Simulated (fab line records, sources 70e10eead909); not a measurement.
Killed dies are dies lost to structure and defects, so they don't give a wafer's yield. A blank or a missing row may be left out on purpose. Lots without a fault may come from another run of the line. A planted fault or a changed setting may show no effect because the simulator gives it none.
fab line records | flow nand_harc
record lots=11 wafers=33 last_day=34
route steps=1302 shown THIN_TSV@1259 END@1302
lots that met no fault: from a run of the same line without faults
start_h: hours from the record's first day to the start of the lot's first wafer shown | wait_h: hours since the lot's step before | " the same as in the row above | L1.1+2: a row that stands for several wafers | - no value, or no start given | * or withheld: withheld | < > ~ a bound
route shown NAME@n: a module of which the file shows steps, and the number in the route of the first | usual: mean/standard deviation of fault-free wafers | same: alike in all rows | chamber/n: place in a boat | sites: the reading at each site | _std_site: their standard deviation | _edge_site: outer sites' mean less inner sites' | radius_mm: how far each site lies from the wafer's centre | mask NAME#n: copy n | behind: the tool/chamber that last shaped the wafer | hold: why the lot was held/for how many hours/how that ended | device: the transistor (n, p or np) that didn't switch | end of line: the same wafers' tests at the end of the route | a step without rows: its recipe alone | killed: dies lost to structure and defects at the first sort, not the wafer's yield | map: a wafer's dies, x killed, . not, _ none there
set.NAME: the setting as run; set.NAME@STEP: as run at that earlier step | model.NAME: the simulator's own value behind a step, which no gauge read
steps of the route over a sample of lots; a table a step, a row a wafer
services: from which hour (start_h, from the record's first day; less than 0 if before it) a tool's chamber was out of use, for how many hours, and why
## steps
# step NHARC_THIN_TSV_CD_MEAS_12
# recipe target_cd_nm=1000 landing_energy_ev=500
# usual cd_nm=1000.6/2
# columns lot.wafer tool chamber start_h wait_h cd_nm
L461.1 cd_sem-02 0 549.70 - 1003.2
L461.2 " 0 " " 1002.2
L461.6 " 0 " " 999.4
L464.1 cd_sem-03 0 565.88 - 1002.7
L464.2 " 0 " " 1002.7
L464.6 " 0 " " 999.5
L460.3 cd_sem-02 0 568.14 - 997.8
L460.4 " 0 " " 1000.0
L460.5 " 0 " " 999.2
L465.2 cd_sem-03 0 593.22 - 998.8
L465.3 " 0 " " 1000.9
L465.5 " 0 " " 998.8
L469.1 cd_sem-01 0 624.13 - 1000.5
L469.3 " 0 " " 995.8
L469.6 " 0 " " 997.6
L470.1 cd_sem-01 0 670.28 - 1001.0
L470.2 " 0 " " 1000.6
L470.3 " 0 " " 1001.3
L474.2 cd_sem-01 0 698.17 - 1002.8
L474.3 " 0 " " 1003.9
L474.5 " 0 " " 1003.4
L477.1 cd_sem-03 0 708.94 - 1000.1
L477.3 " 0 " " 1002.0
L477.4 " 0 " " 1002.9
L478.1 cd_sem-03 0 732.58 - 999.0
L478.3 " 0 " " 1000.1
L478.4 " 0 " " 1000.2
L482.1 cd_sem-02 0 765.70 - 997.2
L482.3 " 0 " " 998.2
L482.4 " 0 " " 998.9
L483.3 cd_sem-03 0 786.91 - 998.5
L483.4 " 0 " " 998.2
L483.6 " 0 " " 997.7
# step NHARC_THIN_TSV_DESCUM_14
# recipe time_s=3 o2_flow_sccm=200 ar_flow_sccm=0 bias_power_w=0 chemistry=O2
# usual drypump_motor_current_A=5.9/0.5 oes_product_au=0.999/0.01 rf_vpp_V=57.9/0.98 showerhead_plenum_p_Torr=1.94/0.082 throttle_valve_pct=11.310/0.0087
# columns lot.wafer tool chamber start_h wait_h drypump_motor_current_A oes_product_au rf_hours_counter_h rf_vpp_V showerhead_plenum_p_Torr throttle_valve_pct
L461.1 rie_diel-10 0 549.88 - 5.2 0.997 7 59.2 2.01 11.326
L461.2 " 1 " " 6.5 1.012 8 57.9 1.85 11.304
L461.6 " 2 " " 5.9 0.984 - 58.9 1.95 11.320
L464.1 rie_diel-06 2 566.04 - 5.4 1.019 5 58.1 2.01 11.307
L464.2 " 3 " " 5.6 0.998 4 56.8 2.04 11.300
L464.6 " 3 " " 5.6 1.013 - 59.7 2.04 11.311
L460.3 rie_diel-10 1 568.30 - 6.5 1.006 9 58.2 1.85 11.312
L460.4 " 3 " " 5.6 1.004 9 58.9 2.03 11.299
L460.5 " 0 " " 5.3 0.994 - 58.6 2.01 11.316
L465.3 rie_diel-09 0 593.39 - 6.5 1.010 4 59.1 2.04 11.308
L465.2 " 1 " " 6.3 1.002 3 58.0 1.91 11.325
L465.5 " 2 " " 5.3 0.998 - 56.4 1.81 11.308
L469.3 rie_diel-09 2 624.29 - 5.3 0.995 6 57.9 1.81 11.315
L469.1 " 3 " " 6.3 0.998 5 56.9 1.88 11.327
L469.6 " 2 " " 5.3 0.987 - 57.6 1.81 11.316
L470.3 rie_diel-06 3 670.45 - 5.6 0.985 0 56.9 2.04 11.320
L470.2 " 0 " " 5.1 1.008 0 58.2 1.98 11.318
L470.1 " 1 " " 6.0 0.995 0 58.7 2.03 11.315
L474.3 rie_diel-09 3 698.32 - 6.3 1.012 0 56.5 1.88 11.309
L474.2 " 2 " " 5.2 1.009 1 55.5 1.81 11.311
L474.5 " 3 " " 6.3 1.001 - 57.4 1.88 11.326
L477.3 rie_diel-09 1 709.10 - 6.2 1.001 1 57.9 1.91 11.288
L477.4 " 3 " " 6.3 0.995 1 57.4 1.88 11.318
L477.1 " 0 " " 6.5 0.993 1 57.9 2.03 11.310
L478.3 rie_diel-09 3 732.74 - 6.3 0.993 2 59.7 1.88 11.312
L478.4 " 0 " " 6.5 0.990 2 58.8 2.03 11.316
L478.1 " 1 " " 6.3 0.998 2 58.9 1.91 11.323
L482.3 rie_diel-06 3 765.86 - 5.6 0.987 4 57.4 2.04 11.305
L482.1 " 1 " " 6.1 0.994 5 59.3 2.03 11.314
L482.4 " 2 " " 5.4 0.987 5 58.0 2.00 11.305
L483.3 rie_diel-10 1 787.07 - 6.5 0.993 0 57.1 1.85 11.320
L483.4 " 3 " " 5.6 0.991 0 57.3 2.02 11.314
L483.6 " 1 " " 6.5 0.995 - 58.0 1.85 11.306
# step NHARC_THIN_TSV_STRIP_62
# recipe power_w=1500 temp_c=250 time_s=20 chemistry=N2/H2
# usual drypump_motor_current_A=6.0/0.34 heater_power_w=325/28 rf_refl_power_W=24/9.4
# columns lot.wafer tool chamber start_h wait_h drypump_motor_current_A heater_power_w rf_hours_counter_h rf_refl_power_W
L461.1 plasma_asher-02 0 552.31 - 5.7 359 26 -
L461.2 " 1 " " 6.1 327 26 -
L461.6 " 0 " " 5.7 366 - -
L464.2 plasma_asher-02 1 568.49 - 6.1 316 29 19
L464.1 " 0 " " 5.7 361 29 37
L464.6 " 1 " " 6.1 319 - 19
L460.4 plasma_asher-02 1 570.84 - 6.1 312 - 18
L460.3 " 0 " " 5.7 368 - 36
L460.5 " 0 " " 5.7 355 - 36
L465.2 plasma_asher-01 1 595.83 - 5.5 337 13 11
L465.3 " 1 " " 5.5 333 - 12
L465.5 " 0 " " 6.5 279 - 21
L469.1 plasma_asher-01 0 626.73 - 6.5 284 19 23
L469.3 " 0 " " 6.5 291 - 22
L469.6 " 1 " " 5.5 337 - 12
L470.2 plasma_asher-01 1 672.91 - 5.5 339 28 11
L470.1 " 0 " " 6.6 283 28 21
L470.3 " 1 " " 5.6 339 - 11
L474.2 plasma_asher-02 0 706.04 - 5.7 358 19 36
L474.3 " 0 " " 5.7 357 - 36
L474.5 " 0 " " 5.7 357 - 36
L477.1 plasma_asher-02 1 711.63 - 6.1 291 20 18
L477.4 " 0 " " 5.7 354 - 36
L477.3 " 1 " " 6.1 300 - 19
L478.1 plasma_asher-01 0 735.17 - 6.5 291 6 -
L478.4 " 0 " " 6.5 292 - -
L478.3 " 1 " " 5.5 318 - -
L482.1 plasma_asher-02 1 768.32 - 6.1 301 29 19
L482.4 " 0 " " 5.7 358 - 35
L482.3 " 1 " " 6.1 312 - 19
L483.3 plasma_asher-02 0 789.91 - 5.7 352 - 35
L483.4 " 1 " " 6.1 306 - 18
L483.6 " 0 " " 5.7 337 - 35
# step NHARC_THIN_TSV_ETCH_36
# recipe target_depth_a=650 over_etch_frac=0.3 time_s=18.571 ion_energy_ev=150 chemistry=Cl2/BCl3
# usual drypump_motor_current_A=5.8/0.32 oes_product_au=0.997/0.0082 run_length_s=39.8/0.41
# columns lot.wafer tool chamber start_h wait_h drypump_motor_current_A oes_product_au rf_hours_counter_h run_length_s
L461.2 rie_metal-02 1 556.03 0.2 6.0 0.987 1.8 39.9
L461.1 " 0 " " 6.0 0.994 1.8 40.4
L461.6 " 0 " " 6.0 1.005 - 39.9
L464.1 rie_metal-01 0 572.35 0.2 6.1 0.982 2.8 39.1
L464.2 " 1 " " 5.6 0.988 2.8 40.1
L464.6 " 0 " " 6.1 0.977 - 39.2
L460.4 rie_metal-03 1 574.67 0.2 5.2 1.005 - 39.5
L460.3 " 0 " " 5.5 0.986 - 40.6
L460.5 " 0 " " 5.5 0.997 - 40.1
L465.2 rie_metal-02 0 599.78 0.2 6.0 0.990 2.8 40.3
L465.3 " 1 " " 6.0 0.990 - 39.6
L465.5 " 1 " " 6.0 0.986 - 39.8
L469.1 rie_metal-01 0 630.62 0.2 6.1 1.001 1.0 39.1
L469.3 " 0 " " 6.1 0.997 - 39.5
L469.6 " 1 " " 5.7 1.008 - 40.4
L470.2 rie_metal-01 1 676.79 0.2 5.7 0.999 1.6 40.0
L470.1 " 0 " " 6.1 0.996 1.6 39.7
L470.3 " 0 " " 6.1 1.000 - 39.1
L474.2 rie_metal-01 1 710.14 0.2 5.7 0.996 2.6 40.6
L474.3 " 0 " " 6.1 0.993 - 35.4
L474.5 " 0 " " 6.1 0.999 - 34.9
L477.1 rie_metal-01 1 715.50 0.2 5.6 0.999 2.8 40.2
L477.3 " 1 " " 5.7 1.003 - 40.3
L477.4 " 0 " " 6.1 1.009 - 35.2
L478.1 rie_metal-03 0 738.90 0.2 5.5 1.004 0.7 40.2
L478.4 " 1 " " 5.2 0.992 - 39.4
L478.3 " 0 " " 5.5 1.009 - 39.8
L482.1 rie_metal-02 0 772.02 0.2 6.0 1.002 2.5 40.0
L482.3 " 1 " " 6.0 0.999 - 39.9
L482.4 " 0 " " 6.0 1.002 - 40.2
L483.3 rie_metal-03 1 793.95 0.3 5.2 1.006 - 39.4
L483.4 " 1 " " 5.2 1.001 - 39.6
L483.6 " 1 " " 5.2 1.004 - 39.6
# step NHARC_END_SORT_01
# recipe temp_c=25
# usual defect_limited_yield=92.0/2.8 killed_at_array=49/19 killed_at_other=0.9/1.1 killed_at_periphery=4.0/2.7 killed_dies=54/19 killed_open=3.3/1.8 killed_short=2.6/1.6 sort_bin_2_pct=2.9/1.2 sort_bin_3_pct=0.5/0.36 sort_bin_4_pct=4.6/1.5 sort_n_pass=623/19 sort_rim_yield_pct=91/4.7 sort_yield_pct=92.0/2.8
# same gross_dies=677 sort_bin_5_pct[%]=0 sort_bin_6_pct[%]=0 sort_bin_7_pct[%]=0 sort_bin_8_pct[%]=0 sort_rim_n_gross=106.00
# columns lot.wafer tool chamber start_h wait_h defect_limited_yield[%] killed_at_array killed_at_other killed_at_periphery killed_dies killed_open killed_short sort_bin_2_pct[%] sort_bin_3_pct[%] sort_bin_4_pct[%] sort_n_pass sort_rim_yield_pct[%] sort_yield_pct[%]
L461.1 prober-02 0 567.38 2.5 89.8 60 0 9 69 2 3 4.6 0.9 4.7 608 87 89.8
L461.2 prober-02 0 568.18 2.8 90.5 63 0 1 64 2 0 3.1 0.9 5.5 613 90 90.5
L461.6 prober-02 0 571.39 4.0 86.1 90 0 4 94 1 1 5.2 0.9 7.8 583 87 86.1
L464.1 prober-01 0 583.09 2.5 86.6 86 0 5 91 3 1 5.9 0.9 6.6 586 78 86.6
L464.2 prober-01 0 583.89 2.8 87.0 78 0 10 88 2 3 4.7 1.0 7.2 589 87 87.0
L464.6 prober-01 0 587.08 4.0 89.5 69 0 2 71 5 0 4.1 1.0 5.3 606 92 89.5
L460.3 prober-02 0 590.26 3.1 95.4 25 0 6 31 4 3 1.8 0.1 2.7 646 94 95.4
L460.4 prober-02 0 591.05 3.4 95.0 27 0 7 34 3 3 2.1 0 3.0 643 95 95.0
L460.5 prober-02 0 591.84 3.6 95.4 22 2 7 31 3 5 1.3 0.3 3.0 646 98 95.4
L465.2 prober-01 0 615.86 2.8 97.0 19 0 1 20 2 2 1.0 0 1.9 657 91 97.0
L465.3 prober-01 0 616.66 3.1 94.4 33 0 5 38 8 5 1.8 0.3 3.5 639 95 94.4
L465.5 prober-01 0 618.26 3.7 96.9 18 0 3 21 4 1 0.7 0 2.4 656 97 96.9
L469.1 prober-02 0 639.19 2.5 91.0 55 2 4 61 5 3 2.5 0.7 5.8 616 92 91.0
L469.3 prober-02 0 640.80 3.1 92.0 51 0 3 54 1 2 2.5 0.6 4.9 623 97 92.0
L469.6 prober-02 0 643.22 4.0 94.5 32 0 5 37 5 2 3.0 0 2.5 640 85 94.5
L470.1 prober-01 0 685.58 2.5 88.8 66 5 5 76 2 5 4.7 1.5 5.0 601 81 88.8
L470.2 prober-01 0 686.39 2.8 88.8 74 1 1 76 3 4 3.8 0.9 6.5 601 94 88.8
L470.3 prober-01 0 687.19 3.1 91.1 58 1 1 60 1 4 4.9 0.3 3.7 617 80 91.1
L474.2 prober-01 0 723.38 2.8 90.5 61 1 2 64 3 2 5.0 0.3 4.1 613 97 90.5
L474.3 prober-01 0 724.18 3.1 91.9 53 2 0 55 2 3 2.8 0.7 4.6 622 85 91.9
L474.5 prober-01 0 725.77 3.7 90.0 67 0 1 68 3 1 4.3 0.9 4.9 609 90 90.0
L477.1 prober-02 0 730.32 2.5 94.1 34 1 5 40 6 4 2.2 0.3 3.4 637 90 94.1
L477.3 prober-02 0 731.92 3.1 93.4 36 1 8 45 6 3 1.5 0.3 4.9 632 94 93.4
L477.4 prober-02 0 732.72 3.4 92.6 37 0 13 50 4 2 2.7 0.1 4.6 627 92 92.6
L478.1 prober-01 0 747.35 2.5 90.0 58 0 10 68 4 3 2.7 1.0 6.4 609 91 90.0
L478.3 prober-01 0 748.98 3.1 92.9 40 0 8 48 5 0 3.4 0.4 3.2 629 91 92.9
L478.4 prober-01 0 749.79 3.4 91.9 52 1 2 55 2 4 1.9 0.1 6.1 622 93 91.9
L482.1 prober-02 0 779.31 2.5 95.9 23 0 5 28 4 5 0.9 0.3 3.0 649 94 95.9
L482.3 prober-02 0 780.89 3.1 97.6 12 0 4 16 3 0 0.6 0.1 1.6 661 95 97.6
L482.4 prober-02 0 781.69 3.4 95.9 27 0 1 28 0 2 1.5 0 2.7 649 97 95.9
L483.3 prober-01 0 805.83 3.1 94.1 37 1 2 40 4 1 3.0 0.3 2.7 637 89 94.1
L483.4 prober-01 0 806.64 3.4 91.4 54 1 3 58 6 2 3.8 0.6 4.1 619 97 91.4
L483.6 prober-01 0 808.25 4.0 91.7 53 2 1 56 1 2 2.7 0.4 5.2 621 94 91.7
# killed by level:class
L461.1 A_CHANNEL_HOLE_D2:chamber_film_flake=24 A_CHANNEL_HOLE_D1:chamber_film_flake=15 A_SLIT:chamber_film_flake=12 P_CONTACT:chamber_film_flake=3 P_STI:chamber_film_flake=2 P_GATE:chamber_film_flake=2 A_STAIRCASE:chamber_film_flake=2 A_WL_FILL:chamber_film_flake=2
L461.2 A_SLIT:chamber_film_flake=25 A_CHANNEL_HOLE_D1:chamber_film_flake=15 A_CHANNEL_HOLE_D2:chamber_film_flake=13 A_WL_FILL:chamber_film_flake=3 A_CONTACT:chamber_film_flake=2 A_ONON_D1:geometric_particle:open=1 A_BLC:geometric_particle:open=1 P_GATE:chamber_film_flake=1
L461.6 A_CHANNEL_HOLE_D2:chamber_film_flake=29 A_CHANNEL_HOLE_D1:chamber_film_flake=24 A_SLIT:chamber_film_flake=22 A_WL_FILL:chamber_film_flake=4 A_STAIRCASE:chamber_film_flake=3 A_ZERO_WELL:chamber_film_flake=2 A_CONTACT:chamber_film_flake=2 A_SOURCE_PLATE:geometric_particle:short=1
L464.1 A_CHANNEL_HOLE_D2:chamber_film_flake=44 A_SLIT:chamber_film_flake=19 A_CHANNEL_HOLE_D1:chamber_film_flake=15 A_CONTACT:chamber_film_flake=3 P_ZERO_WELL:chamber_film_flake=2 P_GATE:chamber_film_flake=2 A_ONON_D1:geometric_particle:open=1 A_CHANNEL_FILL_D1:geometric_particle:short=1
L464.2 A_CHANNEL_HOLE_D1:chamber_film_flake=25 A_SLIT:chamber_film_flake=24 A_CHANNEL_HOLE_D2:chamber_film_flake=18 P_GATE:chamber_film_flake=7 A_STAIRCASE:chamber_film_flake=4 A_WL_FILL:geometric_particle:short=2 A_CONTACT:chamber_film_flake=2 P_CONTACT:geometric_particle:open=1
L464.6 A_CHANNEL_HOLE_D2:chamber_film_flake=22 A_SLIT:chamber_film_flake=20 A_CHANNEL_HOLE_D1:chamber_film_flake=17 A_STAIRCASE:chamber_film_flake=4 P_CONTACT:geometric_particle:open=1 A_CHANNEL_FILL_D1:geometric_particle:open=1 A_ONON_D2:geometric_particle:open=1 A_WL_FILL:geometric_particle:open=1
L460.3 A_CHANNEL_HOLE_D2:chamber_film_flake=13 A_CONTACT:chamber_film_flake=4 P_ZERO_WELL:chamber_film_flake=2 P_GATE:chamber_film_flake=2 P_M0:geometric_particle:open=1 P_M1:geometric_particle:short=1 A_ONON_D1:geometric_particle:short=1 A_CHANNEL_FILL_D1:geometric_particle:open=1
L460.4 A_CONTACT:chamber_film_flake=10 A_STAIRCASE:chamber_film_flake=5 A_CHANNEL_HOLE_D2:chamber_film_flake=4 A_CHANNEL_HOLE_D1:chamber_film_flake=3 P_GATE:geometric_particle:open=2 P_STI:chamber_film_flake=2 A_ONON_D1:geometric_particle:short=1 A_CHANNEL_HOLE_D1:geometric_particle:short=1
L460.5 A_CHANNEL_HOLE_D2:chamber_film_flake=8 A_CONTACT:chamber_film_flake=5 P_ZERO_WELL:chamber_film_flake=4 A_CHANNEL_HOLE_D1:chamber_film_flake=3 P_M0:geometric_particle:open=2 A_CHANNEL_FILL_D2:geometric_particle:short=2 STARTING-WAFER:geometric_particle:short=2 A_CONTACT:geometric_particle:open=1
L465.2 A_CHANNEL_HOLE_D2:chamber_film_flake=8 A_STAIRCASE:chamber_film_flake=3 A_CONTACT:chamber_film_flake=2 A_ONON_D1:geometric_particle:short=1 A_CHANNEL_FILL_D1:geometric_particle:open=1 A_WL_FILL:geometric_particle:short=1 A_WL_FILL:geometric_particle:open=1 P_GATE:chamber_film_flake=1
L465.3 A_CHANNEL_HOLE_D2:chamber_film_flake=14 A_ONON_D1:geometric_particle:short=3 P_GATE:chamber_film_flake=3 A_CONTACT:chamber_film_flake=3 A_CHANNEL_HOLE_D1:chamber_film_flake=2 A_STAIRCASE:chamber_film_flake=2 P_GATE:geometric_particle:open=1 P_CONTACT:geometric_particle:open=1
L465.5 A_CHANNEL_HOLE_D2:chamber_film_flake=10 P_GATE:chamber_film_flake=2 A_CHANNEL_HOLE_D1:chamber_film_flake=2 A_CONTACT:chamber_film_flake=2 P_GATE:geometric_particle:open=1 A_CHANNEL_FILL_D1:geometric_particle:short=1 A_CHANNEL_HOLE_D2:geometric_particle:open=1 A_CHANNEL_FILL_D2:geometric_particle:open=1
L469.1 A_CHANNEL_HOLE_D1:chamber_film_flake=32 A_CHANNEL_HOLE_D2:chamber_film_flake=8 A_CHANNEL_FILL_D2:chamber_film_flake=3 A_CONTACT:chamber_film_flake=3 P_ZERO_WELL:chamber_film_flake=2 A_CHANNEL_FILL_D1:chamber_film_flake=2 P_CONTACT:geometric_particle:open=1 A_ONON_D1:geometric_particle:open=1
L469.3 A_CHANNEL_HOLE_D1:chamber_film_flake=32 A_CHANNEL_HOLE_D2:chamber_film_flake=11 P_GATE:chamber_film_flake=2 A_CHANNEL_FILL_D2:chamber_film_flake=2 A_SOURCE_PLATE:geometric_particle:short=1 A_DECK1_JOINT:geometric_particle:short=1 A_BLC:geometric_particle:open=1 P_M0:chamber_film_flake=1
L469.6 A_CHANNEL_HOLE_D1:chamber_film_flake=15 A_CHANNEL_HOLE_D2:chamber_film_flake=11 P_ZERO_WELL:chamber_film_flake=2 P_CONTACT:geometric_particle:short=1 P_M0:geometric_particle:open=1 A_SOURCE_PLATE:geometric_particle:open=1 A_ONON_D1:geometric_particle:open=1 A_DECK1_JOINT:geometric_particle:short=1
L470.1 A_CHANNEL_HOLE_D1:chamber_film_flake=19 A_SLIT:chamber_film_flake=18 A_CHANNEL_HOLE_D2:chamber_film_flake=8 A_STAIRCASE:chamber_film_flake=5 A_CHANNEL_FILL_D2:chamber_film_flake=4 A_CONTACT:chamber_film_flake=4 P_ZERO_WELL:chamber_film_flake=3 THIN_TSV:chamber_film_flake=3
L470.2 A_SLIT:chamber_film_flake=24 A_CHANNEL_HOLE_D1:chamber_film_flake=20 A_CHANNEL_HOLE_D2:chamber_film_flake=14 A_STAIRCASE:chamber_film_flake=4 A_BONDPAD:chamber_film_flake=2 A_ONON_D1:geometric_particle:short=1 A_DECK1_JOINT:geometric_particle:open=1 A_DECK1_JOINT:geometric_particle:short=1
L470.3 A_CHANNEL_HOLE_D1:chamber_film_flake=18 A_SLIT:chamber_film_flake=17 A_CONTACT:chamber_film_flake=5 A_CHANNEL_HOLE_D2:chamber_film_flake=3 A_CHANNEL_FILL_D2:chamber_film_flake=3 A_STAIRCASE:chamber_film_flake=3 A_DECK1_JOINT:geometric_particle:short=2 A_CHANNEL_FILL_D1:chamber_film_flake=2
L474.2 A_CHANNEL_HOLE_D1:chamber_film_flake=28 A_SLIT:chamber_film_flake=24 A_CHANNEL_HOLE_D2:chamber_film_flake=3 A_CONTACT:chamber_film_flake=2 P_GATE:geometric_particle:open=1 P_CONTACT:geometric_particle:short=1 A_ONON_D1:geometric_particle:open=1 A_ONON_D2:geometric_particle:open=1
L474.3 A_CHANNEL_HOLE_D1:chamber_film_flake=21 A_SLIT:chamber_film_flake=17 A_CHANNEL_HOLE_D2:chamber_film_flake=5 A_CONTACT:chamber_film_flake=3 A_ONON_D2:geometric_particle:short=2 A_M0:chamber_film_flake=2 A_CHANNEL_FILL_D1:geometric_particle:open=1 A_CHANNEL_FILL_D2:geometric_particle:open=1
L474.5 A_SLIT:chamber_film_flake=32 A_CHANNEL_HOLE_D1:chamber_film_flake=20 A_STAIRCASE:chamber_film_flake=6 A_CHANNEL_HOLE_D2:chamber_film_flake=3 P_GATE:geometric_particle:open=1 A_ONON_D1:geometric_particle:short=1 A_ONON_D1:geometric_particle:open=1 A_WL_FILL:geometric_particle:open=1
L477.1 A_CHANNEL_HOLE_D1:chamber_film_flake=16 A_STAIRCASE:chamber_film_flake=7 P_CONTACT:geometric_particle:open=2 P_BONDPAD:chamber_film_flake=2 A_SOURCE_PLATE:geometric_particle:open=1 A_ONON_D1:geometric_particle:short=1 A_CHANNEL_FILL_D1:geometric_particle:open=1 A_CHANNEL_FILL_D1:geometric_particle:short=1
L477.3 A_CHANNEL_HOLE_D1:chamber_film_flake=10 A_STAIRCASE:chamber_film_flake=10 A_CONTACT:chamber_film_flake=6 P_BONDPAD:chamber_film_flake=4 A_CHANNEL_FILL_D1:geometric_particle:open=3 A_ONON_D1:geometric_particle:short=2 P_GATE:chamber_film_flake=2 A_CHANNEL_FILL_D1:chamber_film_flake=2
L477.4 A_CHANNEL_HOLE_D1:chamber_film_flake=15 A_STAIRCASE:chamber_film_flake=10 P_GATE:chamber_film_flake=5 A_CONTACT:chamber_film_flake=4 P_BONDPAD:chamber_film_flake=3 P_ZERO_WELL:chamber_film_flake=2 A_SLIT:chamber_film_flake=2 A_M0:chamber_film_flake=2
L478.1 A_CHANNEL_HOLE_D1:chamber_film_flake=31 A_CHANNEL_HOLE_D2:chamber_film_flake=5 A_STAIRCASE:chamber_film_flake=5 A_CONTACT:chamber_film_flake=5 P_CONTACT:chamber_film_flake=3 P_M2:chamber_film_flake=3 A_SLIT:chamber_film_flake=3 P_GATE:chamber_film_flake=2
L478.3 A_CHANNEL_HOLE_D1:chamber_film_flake=15 A_SLIT:chamber_film_flake=6 A_CHANNEL_HOLE_D2:chamber_film_flake=4 A_BONDPAD:chamber_film_flake=4 A_WL_FILL:chamber_film_flake=3 P_ZERO_WELL:chamber_film_flake=2 P_GATE:chamber_film_flake=2 P_CONTACT:chamber_film_flake=2
L478.4 A_CHANNEL_HOLE_D1:chamber_film_flake=33 A_WL_FILL:chamber_film_flake=4 A_CHANNEL_HOLE_D2:chamber_film_flake=3 A_CONTACT:chamber_film_flake=2 A_SOURCE_PLATE:geometric_particle:short=1 A_CHANNEL_FILL_D1:geometric_particle:short=1 A_CHANNEL_FILL_D2:geometric_particle:short=1 A_WL_FILL:geometric_particle:short=1
L482.1 A_SLIT:chamber_film_flake=9 A_CONTACT:chamber_film_flake=7 P_M0:geometric_particle:open=3 A_CHANNEL_FILL_D1:geometric_particle:short=2 P_CONTACT:geometric_particle:open=1 A_ONON_D1:geometric_particle:short=1 A_ONON_D2:geometric_particle:short=1 A_WL_FILL:geometric_particle:short=1
L482.3 A_SLIT:chamber_film_flake=5 P_M0:geometric_particle:open=2 A_CHANNEL_HOLE_D1:chamber_film_flake=2 A_CHANNEL_HOLE_D2:chamber_film_flake=2 A_CONTACT:chamber_film_flake=2 P_CONTACT:geometric_particle:open=1 P_STI:chamber_film_flake=1 A_STAIRCASE:chamber_film_flake=1
L482.4 A_SLIT:chamber_film_flake=11 A_CONTACT:chamber_film_flake=7 A_STAIRCASE:chamber_film_flake=3 A_CHANNEL_HOLE_D1:chamber_film_flake=2 P_M0:geometric_particle:short=1 A_WL_FILL:geometric_particle:short=1 A_DECK1_JOINT:chamber_film_flake=1 A_CHANNEL_HOLE_D2:chamber_film_flake=1
L483.3 A_SLIT:chamber_film_flake=17 A_CONTACT:chamber_film_flake=10 A_M1:chamber_film_flake=3 A_CHANNEL_FILL_D1:chamber_film_flake=2 P_GATE:geometric_particle:open=1 P_CONTACT:geometric_particle:open=1 A_ONON_D1:geometric_particle:open=1 A_ONON_D1:geometric_particle:short=1
L483.4 A_SLIT:chamber_film_flake=36 A_CONTACT:chamber_film_flake=7 A_CHANNEL_HOLE_D2:chamber_film_flake=2 A_M1:chamber_film_flake=2 P_GATE:geometric_particle:open=1 P_CONTACT:geometric_particle:open=1 A_ONON_D1:geometric_particle:open=1 A_CHANNEL_HOLE_D1:geometric_particle:open=1
L483.6 A_SLIT:chamber_film_flake=33 A_CONTACT:chamber_film_flake=13 A_CHANNEL_HOLE_D2:chamber_film_flake=2 A_M1:chamber_film_flake=2 THIN_TSV:chamber_film_flake=2 P_CONTACT:geometric_particle:open=1 A_SGD_CUT:geometric_particle:short=1 A_M0:geometric_particle:short=1
## services
# columns tool chamber start_h hours kind
rie_diel-06 - 529.22 0.6 repair
rie_diel-09 1 541.57 7.5 repair
plasma_asher-01 - 545.72 2.3 repair
rie_diel-06 1 569.42 7.6 repair
rie_diel-10 2 570.54 2.1 repair
rie_metal-02 1 571.15 14.3 repair
rie_metal-01 - 575.01 9.0 pm
rie_diel-10 - 596.52 9.0 pm
plasma_asher-02 - 603.70 9.0 pm
rie_diel-09 2 611.45 1.7 repair
rie_diel-06 0 614.78 5.8 repair
rie_metal-02 - 631.00 9.0 pm
rie_diel-06 0 636.80 7.5 repair
plasma_asher-02 - 648.59 1.0 repair
rie_diel-06 - 661.20 9.0 pm
plasma_asher-02 - 669.57 7.9 repair
rie_diel-09 - 674.10 9.0 pm
rie_diel-09 0 683.78 7.6 repair
rie_metal-02 1 685.44 3.0 repair
rie_metal-03 - 696.12 9.0 pm
plasma_asher-01 - 696.64 9.0 pm
plasma_asher-02 - 712.31 11.2 repair
rie_metal-01 - 752.01 9.0 pm
plasma_asher-02 - 780.70 9.0 pm
## key
first_sign step=NHARC_THIN_TSV_ETCH_36 reading=run_length_s direction=down sigmas=12 usual=* struck=*
effect none on later readings
met_at NHARC_THIN_TSV_ETCH_36
struck_lots L474,L477
struck_wafers L474.3,L474.5,L477.4
not_acting_at NHARC_THIN_TSV_CD_MEAS_12,NHARC_THIN_TSV_DESCUM_14,NHARC_THIN_TSV_STRIP_62
onset_between 676.79 710.14
fault kind=process_parameter_drift tool=rie_metal-01 chamber=0 onset_h=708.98 steps=NHARC_THIN_TSV_ETCH_36 channel=time_s offset=* shape=step end_h=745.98 acts_in=* stated=*
